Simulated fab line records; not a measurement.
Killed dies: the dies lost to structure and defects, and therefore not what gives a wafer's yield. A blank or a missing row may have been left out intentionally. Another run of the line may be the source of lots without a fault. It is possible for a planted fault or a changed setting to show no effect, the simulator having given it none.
Which tool is to blame? || flow n5_finfet || 20 lots with 60 wafers sampled at 4 steps, on a route of 1938 steps

WHAT THE GAUGES READ, wafer by wafer
N5_SD_EPI_N_OVL_MEAS_10.
{"lot": "L074", "measured": "day 3 01:52", "on": "overlay-01", "SD_N_BLK_OVL (nm)": "-0.4 0.2 -0.4"}
{"lot": "L076", "measured": "day 3 13:57", "on": "overlay-02", "SD_N_BLK_OVL (nm)": "1.1 0.1 1.2"}
{"lot": "L078", "measured": "day 4 03:12", "on": "overlay-01", "SD_N_BLK_OVL (nm)": "-0.6 0.0 0.2"}
{"lot": "L079", "measured": "day 4 07:47", "on": "overlay-02", "SD_N_BLK_OVL (nm)": "0.4 -0.1 0.2"}
{"lot": "L080", "measured": "day 4 12:00", "on": "overlay-02", "SD_N_BLK_OVL (nm)": "0.5 -0.5 -0.1"}
{"lot": "L081", "measured": "day 4 20:47", "on": "overlay-02", "SD_N_BLK_OVL (nm)": "0.3 0.6 0.5"}
{"lot": "L082", "measured": "day 5 01:22", "on": "overlay-02", "SD_N_BLK_OVL (nm)": "0.4 1.8 0.6"}
{"lot": "L083", "measured": "day 5 05:59", "on": "overlay-01", "SD_N_BLK_OVL (nm)": "0.2 1.1 -1.1"}
{"lot": "L084", "measured": "day 5 12:31", "on": "overlay-01", "SD_N_BLK_OVL (nm)": "0.4 1.6 0.2"}
{"lot": "L085", "measured": "day 5 19:16", "on": "overlay-02", "SD_N_BLK_OVL (nm)": "1.3 1.9 0.3"}
{"lot": "L086", "measured": "day 6 00:37", "on": "overlay-01", "SD_N_BLK_OVL (nm)": "1.3 1.4 0.2"}
{"lot": "L088", "measured": "day 6 10:59", "on": "overlay-02", "SD_N_BLK_OVL (nm)": "0.4 -0.1 0.0"}
{"lot": "L089", "measured": "day 6 18:07", "on": "overlay-02", "SD_N_BLK_OVL (nm)": "0.3 0.8 1.2"}
{"lot": "L090", "measured": "day 7 02:15", "on": "overlay-02", "SD_N_BLK_OVL (nm)": "1.3 1.3 0.9"}
{"lot": "L091", "measured": "day 7 05:40", "on": "overlay-01", "SD_N_BLK_OVL (nm)": "0.2 -0.1 0.2"}
{"lot": "L093", "measured": "day 7 16:47", "on": "overlay-02", "SD_N_BLK_OVL (nm)": "-0.1 0.0 0.1"}
{"lot": "L094", "measured": "day 8 02:00", "on": "overlay-01", "SD_N_BLK_OVL (nm)": "-0.1 0.2 0.4"}
{"lot": "L095", "measured": "day 8 08:20", "on": "overlay-02", "SD_N_BLK_OVL (nm)": "-0.8 0.1 0.0"}
{"lot": "L096", "measured": "day 8 12:37", "on": "overlay-02", "SD_N_BLK_OVL (nm)": "0.5 1.0 -0.6"}
{"lot": "L097", "measured": "day 8 23:23", "on": "overlay-02", "SD_N_BLK_OVL (nm)": "0.0 0.8 1.1"}

WHICH TOOL RAN EACH LOT (tool, then ch and the chambers of the sampled wafers, then the start)
{"lot": "L074", "N5_DUMMY_GATE_DESCUM_20": "rie_diel-03 ch 0,2,3, day 2 23:40", "N5_DUMMY_GATE_ETCH_36": "rie_diel-03 ch 0,2,3, day 2 23:46", "N5_DUMMY_GATE_HM_OPEN_21": "rie_diel-03 ch 0,2,3, day 3 00:10"}
{"lot": "L076", "N5_DUMMY_GATE_DESCUM_20": "rie_diel-03 ch 0,3, day 3 11:41", "N5_DUMMY_GATE_ETCH_36": "rie_diel-03 ch 0,3, day 3 11:47", "N5_DUMMY_GATE_HM_OPEN_21": "rie_diel-02 ch 1,3, day 3 12:12"}
{"lot": "L078", "N5_DUMMY_GATE_DESCUM_20": "rie_diel-03 ch 0,2, day 4 01:01", "N5_DUMMY_GATE_ETCH_36": "rie_diel-03 ch 0,2, day 4 01:07", "N5_DUMMY_GATE_HM_OPEN_21": "rie_diel-02 ch 0,1,3, day 4 01:31"}
{"lot": "L079", "N5_DUMMY_GATE_DESCUM_20": "rie_diel-02 ch 0,3, day 4 05:43", "N5_DUMMY_GATE_ETCH_36": "rie_diel-02 ch 0,3, day 4 05:49", "N5_DUMMY_GATE_HM_OPEN_21": "rie_diel-03 ch 2,3, day 4 06:13"}
{"lot": "L080", "N5_DUMMY_GATE_DESCUM_20": "rie_diel-03 ch 0,2, day 4 09:50", "N5_DUMMY_GATE_ETCH_36": "rie_diel-03 ch 0,2, day 4 09:56", "N5_DUMMY_GATE_HM_OPEN_21": "rie_diel-02 ch 0,1,3, day 4 10:26"}
{"lot": "L081", "N5_DUMMY_GATE_DESCUM_20": "rie_diel-03 ch 0,2, day 4 17:16", "N5_DUMMY_GATE_ETCH_36": "rie_diel-03 ch 0,2, day 4 17:22", "N5_DUMMY_GATE_HM_OPEN_21": "rie_diel-02 ch 0,1,2, day 4 18:01"}
{"lot": "L082", "N5_DUMMY_GATE_DESCUM_20": "rie_diel-06 ch 0,1,3, day 4 23:02", "N5_DUMMY_GATE_ETCH_36": "rie_diel-06 ch 0,1,3, day 4 23:08", "N5_DUMMY_GATE_HM_OPEN_21": "rie_diel-02 ch 0,1,3, day 4 23:35"}
{"lot": "L083", "N5_DUMMY_GATE_DESCUM_20": "rie_diel-03 ch 1,3, day 5 03:46", "N5_DUMMY_GATE_ETCH_36": "rie_diel-03 ch 1,3, day 5 03:53", "N5_DUMMY_GATE_HM_OPEN_21": "rie_diel-02 ch 0,2, day 5 04:22"}
{"lot": "L084", "N5_DUMMY_GATE_DESCUM_20": "rie_diel-02 ch 0,1, day 5 10:02", "N5_DUMMY_GATE_ETCH_36": "rie_diel-02 ch 0,1, day 5 10:09", "N5_DUMMY_GATE_HM_OPEN_21": "rie_diel-06 ch 1,3, day 5 10:44"}
{"lot": "L085", "N5_DUMMY_GATE_DESCUM_20": "rie_diel-03 ch 0,1, day 5 17:02", "N5_DUMMY_GATE_ETCH_36": "rie_diel-03 ch 0,1, day 5 17:08", "N5_DUMMY_GATE_HM_OPEN_21": "rie_diel-06 ch 0,2, day 5 17:35"}
{"lot": "L086", "N5_DUMMY_GATE_DESCUM_20": "rie_diel-06 ch 1,3, day 5 22:19", "N5_DUMMY_GATE_ETCH_36": "rie_diel-06 ch 1,3, day 5 22:25", "N5_DUMMY_GATE_HM_OPEN_21": "rie_diel-06 ch 1,3, day 5 22:49"}
{"lot": "L088", "N5_DUMMY_GATE_DESCUM_20": "rie_diel-06 ch 0,1, day 6 08:51", "N5_DUMMY_GATE_ETCH_36": "rie_diel-06 ch 0,1, day 6 08:58", "N5_DUMMY_GATE_HM_OPEN_21": "rie_diel-03 ch 0,2,3, day 6 09:26"}
{"lot": "L089", "N5_DUMMY_GATE_DESCUM_20": "rie_diel-02 ch 0,2,3, day 6 15:45", "N5_DUMMY_GATE_ETCH_36": "rie_diel-02 ch 0,2,3, day 6 15:51", "N5_DUMMY_GATE_HM_OPEN_21": "rie_diel-02 ch 0,1,2, day 6 16:17"}
{"lot": "L090", "N5_DUMMY_GATE_DESCUM_20": "rie_diel-03 ch 0,1,2, day 6 23:53", "N5_DUMMY_GATE_ETCH_36": "rie_diel-03 ch 0,1,2, day 6 23:59", "N5_DUMMY_GATE_HM_OPEN_21": "rie_diel-02 ch 1,3, day 7 00:35"}
{"lot": "L091", "N5_DUMMY_GATE_DESCUM_20": "rie_diel-02 ch 0,2,3, day 7 03:36", "N5_DUMMY_GATE_ETCH_36": "rie_diel-02 ch 0,2,3, day 7 03:42", "N5_DUMMY_GATE_HM_OPEN_21": "rie_diel-03 ch 0,1,2, day 7 04:07"}
{"lot": "L093", "N5_DUMMY_GATE_DESCUM_20": "rie_diel-02 ch 1,2,3, day 7 14:44", "N5_DUMMY_GATE_ETCH_36": "rie_diel-02 ch 1,2,3, day 7 14:50", "N5_DUMMY_GATE_HM_OPEN_21": "rie_diel-03 ch 0,1, day 7 15:14"}
{"lot": "L094", "N5_DUMMY_GATE_DESCUM_20": "rie_diel-06 ch 2,3, day 7 23:08", "N5_DUMMY_GATE_ETCH_36": "rie_diel-06 ch 2,3, day 7 23:14", "N5_DUMMY_GATE_HM_OPEN_21": "rie_diel-02 ch 1,2, day 7 23:45"}
{"lot": "L095", "N5_DUMMY_GATE_DESCUM_20": "rie_diel-06 ch 0,1,3, day 8 06:02", "N5_DUMMY_GATE_ETCH_36": "rie_diel-06 ch 0,1,3, day 8 06:08", "N5_DUMMY_GATE_HM_OPEN_21": "rie_diel-06 ch 0,2,3, day 8 06:32"}
{"lot": "L096", "N5_DUMMY_GATE_DESCUM_20": "rie_diel-03 ch 1,2,3, day 8 10:16", "N5_DUMMY_GATE_ETCH_36": "rie_diel-03 ch 1,2,3, day 8 10:22", "N5_DUMMY_GATE_HM_OPEN_21": "rie_diel-03 ch 1,2,3, day 8 10:49"}
{"lot": "L097", "N5_DUMMY_GATE_DESCUM_20": "rie_diel-03 ch 2,3, day 8 20:53", "N5_DUMMY_GATE_ETCH_36": "rie_diel-03 ch 2,3, day 8 21:00", "N5_DUMMY_GATE_HM_OPEN_21": "rie_diel-06 ch 0,1,2, day 8 21:44"}
- N5_DUMMY_GATE_DESCUM_20: chemistry O2, time 6.2 s.
- N5_DUMMY_GATE_ETCH_36: etches SiARC in CF4, target depth 13 nm.
- N5_DUMMY_GATE_HM_OPEN_21: chemistry CH3F/O2, target SiNx, target depth 120 nm, time 171.4 s.

AS READ BY THE TOOLS THEMSELVES (means over the sampled wafers that have a number; for cases with no such wafer, the mark the record gives instead)
N5_DUMMY_GATE_DESCUM_20.
{"lot": "L074", "tool": "rie_diel-03", "drypump_motor_current_A (A)": 5.9, "oes_product_au (a.u.)": 0.80, "rf_vpp_V (V)": 243.5, "showerhead_plenum_p_Torr (Torr)": 2.08, "throttle_valve_pct (%)": 20.45}
{"lot": "L076", "tool": "rie_diel-03", "drypump_motor_current_A (A)": 6.3, "oes_product_au (a.u.)": 0.72, "rf_vpp_V (V)": 242.6, "showerhead_plenum_p_Torr (Torr)": 2.06, "throttle_valve_pct (%)": 20.48}
{"lot": "L078", "tool": "rie_diel-03", "drypump_motor_current_A (A)": 5.7, "oes_product_au (a.u.)": 0.78, "rf_vpp_V (V)": 243.5, "showerhead_plenum_p_Torr (Torr)": 2.15, "throttle_valve_pct (%)": 20.42}
{"lot": "L079", "tool": "rie_diel-02", "drypump_motor_current_A (A)": 5.8, "oes_product_au (a.u.)": 0.75, "rf_vpp_V (V)": 242.4, "showerhead_plenum_p_Torr (Torr)": 2.01, "throttle_valve_pct (%)": 20.61}
{"lot": "L080", "tool": "rie_diel-03", "drypump_motor_current_A (A)": 5.7, "oes_product_au (a.u.)": 0.79, "rf_vpp_V (V)": 243.3, "showerhead_plenum_p_Torr (Torr)": 2.15, "throttle_valve_pct (%)": 20.42}
{"lot": "L081", "tool": "rie_diel-03", "drypump_motor_current_A (A)": 5.4, "oes_product_au (a.u.)": 0.86, "rf_vpp_V (V)": 243.2, "showerhead_plenum_p_Torr (Torr)": 2.10, "throttle_valve_pct (%)": 20.47}
{"lot": "L082", "tool": "rie_diel-06", "drypump_motor_current_A (A)": 5.5, "oes_product_au (a.u.)": 0.81, "rf_vpp_V (V)": 242.9, "showerhead_plenum_p_Torr (Torr)": 2.10, "throttle_valve_pct (%)": 20.42}
{"lot": "L083", "tool": "rie_diel-03", "drypump_motor_current_A (A)": 6.0, "oes_product_au (a.u.)": 0.80, "rf_vpp_V (V)": 242.1, "showerhead_plenum_p_Torr (Torr)": 2.07, "throttle_valve_pct (%)": 20.39}
{"lot": "L084", "tool": "rie_diel-02", "drypump_motor_current_A (A)": 5.6, "oes_product_au (a.u.)": 0.76, "rf_vpp_V (V)": 241.8, "showerhead_plenum_p_Torr (Torr)": 1.99, "throttle_valve_pct (%)": 20.79}
{"lot": "L085", "tool": "rie_diel-03", "drypump_motor_current_A (A)": 5.3, "oes_product_au (a.u.)": 0.87, "rf_vpp_V (V)": 245.0, "showerhead_plenum_p_Torr (Torr)": 2.21, "throttle_valve_pct (%)": 20.19}
{"lot": "L086", "tool": "rie_diel-06", "drypump_motor_current_A (A)": 5.2, "oes_product_au (a.u.)": 0.83, "rf_vpp_V (V)": 244.3, "showerhead_plenum_p_Torr (Torr)": 2.16, "throttle_valve_pct (%)": 20.24}
{"lot": "L088", "tool": "rie_diel-06", "drypump_motor_current_A (A)": 5.9, "oes_product_au (a.u.)": 0.76, "rf_vpp_V (V)": 242.6, "showerhead_plenum_p_Torr (Torr)": 2.04, "throttle_valve_pct (%)": 20.55}
{"lot": "L089", "tool": "rie_diel-02", "drypump_motor_current_A (A)": 5.8, "oes_product_au (a.u.)": 0.77, "rf_vpp_V (V)": 242.0, "showerhead_plenum_p_Torr (Torr)": 2.04, "throttle_valve_pct (%)": 20.53}
{"lot": "L090", "tool": "rie_diel-03", "drypump_motor_current_A (A)": 5.4, "oes_product_au (a.u.)": 0.83, "rf_vpp_V (V)": 243.5, "showerhead_plenum_p_Torr (Torr)": 2.16, "throttle_valve_pct (%)": 20.35}
{"lot": "L091", "tool": "rie_diel-02", "drypump_motor_current_A (A)": 5.8, "oes_product_au (a.u.)": 0.75, "rf_vpp_V (V)": 242.1, "showerhead_plenum_p_Torr (Torr)": 2.04, "throttle_valve_pct (%)": 20.54}
{"lot": "L093", "tool": "rie_diel-02", "drypump_motor_current_A (A)": 5.7, "oes_product_au (a.u.)": 0.74, "rf_vpp_V (V)": 243.0, "showerhead_plenum_p_Torr (Torr)": 2.08, "throttle_valve_pct (%)": 20.61}
{"lot": "L094", "tool": "rie_diel-06", "drypump_motor_current_A (A)": 4.8, "oes_product_au (a.u.)": 0.79, "rf_vpp_V (V)": 242.7, "showerhead_plenum_p_Torr (Torr)": 2.10, "throttle_valve_pct (%)": 20.56}
{"lot": "L095", "tool": "rie_diel-06", "drypump_motor_current_A (A)": 5.4, "oes_product_au (a.u.)": 0.78, "rf_vpp_V (V)": 243.5, "showerhead_plenum_p_Torr (Torr)": 2.09, "throttle_valve_pct (%)": 20.46}
{"lot": "L096", "tool": "rie_diel-03", "drypump_motor_current_A (A)": 5.6, "oes_product_au (a.u.)": 0.83, "rf_vpp_V (V)": 242.3, "showerhead_plenum_p_Torr (Torr)": 2.08, "throttle_valve_pct (%)": 20.42}
{"lot": "L097", "tool": "rie_diel-03", "drypump_motor_current_A (A)": 5.7, "oes_product_au (a.u.)": 0.80, "rf_vpp_V (V)": 242.6, "showerhead_plenum_p_Torr (Torr)": 2.03, "throttle_valve_pct (%)": 20.57}

N5_DUMMY_GATE_ETCH_36.
{"lot": "L074", "tool": "rie_diel-03", "drypump_motor_current_A (A)": 5.9, "oes_product_au (a.u.)": 0.80, "rf_vpp_V (V)": 183.1, "showerhead_plenum_p_Torr (Torr)": 2.12, "throttle_valve_pct (%)": 15.60}
{"lot": "L076", "tool": "rie_diel-03", "drypump_motor_current_A (A)": 6.3, "oes_product_au (a.u.)": 0.72, "rf_vpp_V (V)": 182.8, "showerhead_plenum_p_Torr (Torr)": 2.10, "throttle_valve_pct (%)": 15.65}
{"lot": "L078", "tool": "rie_diel-03", "drypump_motor_current_A (A)": 5.8, "oes_product_au (a.u.)": 0.79, "rf_vpp_V (V)": 184.7, "showerhead_plenum_p_Torr (Torr)": 2.18, "throttle_valve_pct (%)": 15.59}
{"lot": "L079", "tool": "rie_diel-02", "drypump_motor_current_A (A)": 5.8, "oes_product_au (a.u.)": 0.73, "rf_vpp_V (V)": 183.3, "showerhead_plenum_p_Torr (Torr)": 2.08, "throttle_valve_pct (%)": 15.83}
{"lot": "L080", "tool": "rie_diel-03", "drypump_motor_current_A (A)": 5.8, "oes_product_au (a.u.)": 0.78, "rf_vpp_V (V)": 185.2, "showerhead_plenum_p_Torr (Torr)": 2.18, "throttle_valve_pct (%)": 15.60}
{"lot": "L081", "tool": "rie_diel-03", "drypump_motor_current_A (A)": 5.5, "oes_product_au (a.u.)": 0.84, "rf_vpp_V (V)": 184.1, "showerhead_plenum_p_Torr (Torr)": 2.14, "throttle_valve_pct (%)": 15.56}
{"lot": "L082", "tool": "rie_diel-06", "drypump_motor_current_A (A)": 5.4, "oes_product_au (a.u.)": 0.82, "rf_vpp_V (V)": 184.0, "showerhead_plenum_p_Torr (Torr)": 2.16, "throttle_valve_pct (%)": 15.71}
{"lot": "L083", "tool": "rie_diel-03", "drypump_motor_current_A (A)": 5.9, "oes_product_au (a.u.)": 0.78, "rf_vpp_V (V)": 183.0, "showerhead_plenum_p_Torr (Torr)": 2.12, "throttle_valve_pct (%)": 15.55}
{"lot": "L084", "tool": "rie_diel-02", "drypump_motor_current_A (A)": 5.6, "oes_product_au (a.u.)": 0.73, "rf_vpp_V (V)": 182.0, "showerhead_plenum_p_Torr (Torr)": 2.04, "throttle_valve_pct (%)": 15.93}
{"lot": "L085", "tool": "rie_diel-03", "drypump_motor_current_A (A)": 5.3, "oes_product_au (a.u.)": 0.87, "rf_vpp_V (V)": 185.2, "showerhead_plenum_p_Torr (Torr)": 2.26, "throttle_valve_pct (%)": 15.38}
{"lot": "L086", "tool": "rie_diel-06", "drypump_motor_current_A (A)": 5.2, "oes_product_au (a.u.)": 0.85, "rf_vpp_V (V)": 185.6, "showerhead_plenum_p_Torr (Torr)": 2.23, "throttle_valve_pct (%)": 15.54}
{"lot": "L088", "tool": "rie_diel-06", "drypump_motor_current_A (A)": 5.9, "oes_product_au (a.u.)": 0.76, "rf_vpp_V (V)": 183.5, "showerhead_plenum_p_Torr (Torr)": 2.12, "throttle_valve_pct (%)": 15.92}
{"lot": "L089", "tool": "rie_diel-02", "drypump_motor_current_A (A)": 5.8, "oes_product_au (a.u.)": 0.75, "rf_vpp_V (V)": 183.8, "showerhead_plenum_p_Torr (Torr)": 2.10, "throttle_valve_pct (%)": 15.72}
{"lot": "L090", "tool": "rie_diel-03", "drypump_motor_current_A (A)": 5.4, "oes_product_au (a.u.)": 0.83, "rf_vpp_V (V)": 184.9, "showerhead_plenum_p_Torr (Torr)": 2.19, "throttle_valve_pct (%)": 15.51}
{"lot": "L091", "tool": "rie_diel-02", "drypump_motor_current_A (A)": 5.8, "oes_product_au (a.u.)": 0.76, "rf_vpp_V (V)": 183.9, "showerhead_plenum_p_Torr (Torr)": 2.10, "throttle_valve_pct (%)": 15.73}
{"lot": "L093", "tool": "rie_diel-02", "drypump_motor_current_A (A)": 5.7, "oes_product_au (a.u.)": 0.73, "rf_vpp_V (V)": 183.0, "showerhead_plenum_p_Torr (Torr)": 2.13, "throttle_valve_pct (%)": 15.78}
{"lot": "L094", "tool": "rie_diel-06", "drypump_motor_current_A (A)": 4.7, "oes_product_au (a.u.)": 0.79, "rf_vpp_V (V)": 184.6, "showerhead_plenum_p_Torr (Torr)": 2.14, "throttle_valve_pct (%)": 15.72}
{"lot": "L095", "tool": "rie_diel-06", "drypump_motor_current_A (A)": 5.4, "oes_product_au (a.u.)": 0.79, "rf_vpp_V (V)": 184.2, "showerhead_plenum_p_Torr (Torr)": 2.15, "throttle_valve_pct (%)": 15.77}
{"lot": "L096", "tool": "rie_diel-03", "drypump_motor_current_A (A)": 5.6, "oes_product_au (a.u.)": 0.80, "rf_vpp_V (V)": 184.8, "showerhead_plenum_p_Torr (Torr)": 2.13, "throttle_valve_pct (%)": 15.53}
{"lot": "L097", "tool": "rie_diel-03", "drypump_motor_current_A (A)": 5.6, "oes_product_au (a.u.)": 0.79, "rf_vpp_V (V)": 183.2, "showerhead_plenum_p_Torr (Torr)": 2.06, "throttle_valve_pct (%)": 15.64}

N5_DUMMY_GATE_HM_OPEN_21.
{"lot": "L074", "tool": "rie_diel-03", "drypump_motor_current_A (A)": 5.9, "oes_o_777_au (a.u.)": 0.80, "oes_product_au (a.u.)": 0.79, "rf_vpp_V (V)": 292, "showerhead_plenum_p_Torr (Torr)": 2.00, "throttle_valve_pct (%)": 16.43}
{"lot": "L076", "tool": "rie_diel-02", "drypump_motor_current_A (A)": 5.8, "oes_o_777_au (a.u.)": 0.67, "oes_product_au (a.u.)": 0.69, "rf_vpp_V (V)": 299, "showerhead_plenum_p_Torr (Torr)": 2.08, "throttle_valve_pct (%)": 16.76}
{"lot": "L078", "tool": "rie_diel-02", "drypump_motor_current_A (A)": 5.7, "oes_o_777_au (a.u.)": 0.71, "oes_product_au (a.u.)": 0.72, "rf_vpp_V (V)": 297, "showerhead_plenum_p_Torr (Torr)": 2.00, "throttle_valve_pct (%)": 16.77}
{"lot": "L079", "tool": "rie_diel-03", "drypump_motor_current_A (A)": 6.1, "oes_o_777_au (a.u.)": 0.78, "oes_product_au (a.u.)": 0.78, "rf_vpp_V (V)": 290, "showerhead_plenum_p_Torr (Torr)": 1.93, "throttle_valve_pct (%)": 16.45}
{"lot": "L080", "tool": "rie_diel-02", "drypump_motor_current_A (A)": 5.7, "oes_o_777_au (a.u.)": 0.71, "oes_product_au (a.u.)": 0.71, "rf_vpp_V (V)": 296, "showerhead_plenum_p_Torr (Torr)": 2.00, "throttle_valve_pct (%)": 16.77}
{"lot": "L081", "tool": "rie_diel-02", "drypump_motor_current_A (A)": 5.6, "oes_o_777_au (a.u.)": 0.78, "oes_product_au (a.u.)": 0.79, "rf_vpp_V (V)": 291, "showerhead_plenum_p_Torr (Torr)": 1.95, "throttle_valve_pct (%)": 16.66}
{"lot": "L082", "tool": "rie_diel-02", "drypump_motor_current_A (A)": 5.7, "oes_o_777_au (a.u.)": 0.71, "oes_product_au (a.u.)": 0.72, "rf_vpp_V (V)": 296, "showerhead_plenum_p_Torr (Torr)": 2.00, "throttle_valve_pct (%)": 16.78}
{"lot": "L083", "tool": "rie_diel-02", "drypump_motor_current_A (A)": 5.7, "oes_o_777_au (a.u.)": 0.81, "oes_product_au (a.u.)": 0.80, "rf_vpp_V (V)": 296, "showerhead_plenum_p_Torr (Torr)": 1.91, "throttle_valve_pct (%)": 16.58}
{"lot": "L084", "tool": "rie_diel-06", "drypump_motor_current_A (A)": 5.2, "oes_o_777_au (a.u.)": 0.84, "oes_product_au (a.u.)": 0.84, "rf_vpp_V (V)": 293, "showerhead_plenum_p_Torr (Torr)": 2.10, "throttle_valve_pct (%)": 16.35}
{"lot": "L085", "tool": "rie_diel-06", "drypump_motor_current_A (A)": 5.2, "oes_o_777_au (a.u.)": 0.71, "oes_product_au (a.u.)": 0.71, "rf_vpp_V (V)": 297, "showerhead_plenum_p_Torr (Torr)": 1.98, "throttle_valve_pct (%)": 16.83}
{"lot": "L086", "tool": "rie_diel-06", "drypump_motor_current_A (A)": 5.0, "oes_o_777_au (a.u.)": 0.84, "oes_product_au (a.u.)": 0.85, "rf_vpp_V (V)": 294, "showerhead_plenum_p_Torr (Torr)": 2.06, "throttle_valve_pct (%)": 16.37}
{"lot": "L088", "tool": "rie_diel-03", "drypump_motor_current_A (A)": 5.9, "oes_o_777_au (a.u.)": 0.77, "oes_product_au (a.u.)": 0.76, "rf_vpp_V (V)": 292, "showerhead_plenum_p_Torr (Torr)": 1.99, "throttle_valve_pct (%)": 16.47}
{"lot": "L089", "tool": "rie_diel-02", "drypump_motor_current_A (A)": 5.6, "oes_o_777_au (a.u.)": 0.77, "oes_product_au (a.u.)": 0.78, "rf_vpp_V (V)": 292, "showerhead_plenum_p_Torr (Torr)": 1.94, "throttle_valve_pct (%)": 16.68}
{"lot": "L090", "tool": "rie_diel-02", "drypump_motor_current_A (A)": 5.8, "oes_o_777_au (a.u.)": 0.65, "oes_product_au (a.u.)": 0.68, "rf_vpp_V (V)": 299, "showerhead_plenum_p_Torr (Torr)": 2.07, "throttle_valve_pct (%)": 16.82}
{"lot": "L091", "tool": "rie_diel-03", "drypump_motor_current_A (A)": 5.4, "oes_o_777_au (a.u.)": 0.83, "oes_product_au (a.u.)": 0.82, "rf_vpp_V (V)": 294, "showerhead_plenum_p_Torr (Torr)": 2.07, "throttle_valve_pct (%)": 16.36}
{"lot": "L093", "tool": "rie_diel-03", "drypump_motor_current_A (A)": 5.6, "oes_o_777_au (a.u.)": 0.77, "oes_product_au (a.u.)": 0.75, "rf_vpp_V (V)": 291, "showerhead_plenum_p_Torr (Torr)": 2.11, "throttle_valve_pct (%)": 16.36}
{"lot": "L094", "tool": "rie_diel-02", "drypump_motor_current_A (A)": 5.5, "oes_o_777_au (a.u.)": 0.73, "oes_product_au (a.u.)": 0.74, "rf_vpp_V (V)": 288, "showerhead_plenum_p_Torr (Torr)": 1.99, "throttle_valve_pct (%)": 16.77}
{"lot": "L095", "tool": "rie_diel-06", "drypump_motor_current_A (A)": 5.2, "oes_o_777_au (a.u.)": 0.74, "oes_product_au (a.u.)": 0.74, "rf_vpp_V (V)": 297, "showerhead_plenum_p_Torr (Torr)": 1.98, "throttle_valve_pct (%)": 16.72}
{"lot": "L096", "tool": "rie_diel-03", "drypump_motor_current_A (A)": 5.6, "oes_o_777_au (a.u.)": 0.81, "oes_product_au (a.u.)": 0.80, "rf_vpp_V (V)": 292, "showerhead_plenum_p_Torr (Torr)": 2.00, "throttle_valve_pct (%)": 16.38}
{"lot": "L097", "tool": "rie_diel-06", "drypump_motor_current_A (A)": 5.5, "oes_o_777_au (a.u.)": 0.74, "oes_product_au (a.u.)": 0.73, "rf_vpp_V (V)": 296, "showerhead_plenum_p_Torr (Torr)": 2.02, "throttle_valve_pct (%)": 16.71}

THE ANSWER, worked out from the rows above alone
Rule: what is usual is taken from the lots themselves. The widest of any qualifying gaps counts: lots, ordered by their means at a reading, are off when they make up no more than a third of the lots, leave a main group of 4 or more, and stand apart from it by 3 or more times the standard deviation of that group's means. Not used: any main group whose means are identical at the precision the tables above print for the reading. A lot without any number at a reading at which 4 lots or more have one is off too. Any other lot the step has rows for is counted as sound. After the gauges, taken in route order, come the tools' own readings; for these a lot's mean is taken, as printed above. At the first step where some lot is off, the reading lying furthest off is the one used; lots without a number count as furthest.
None of the lots is off at any reading shown; this tells nothing.

WHAT WAS PUT IN BY THE SIMULATOR
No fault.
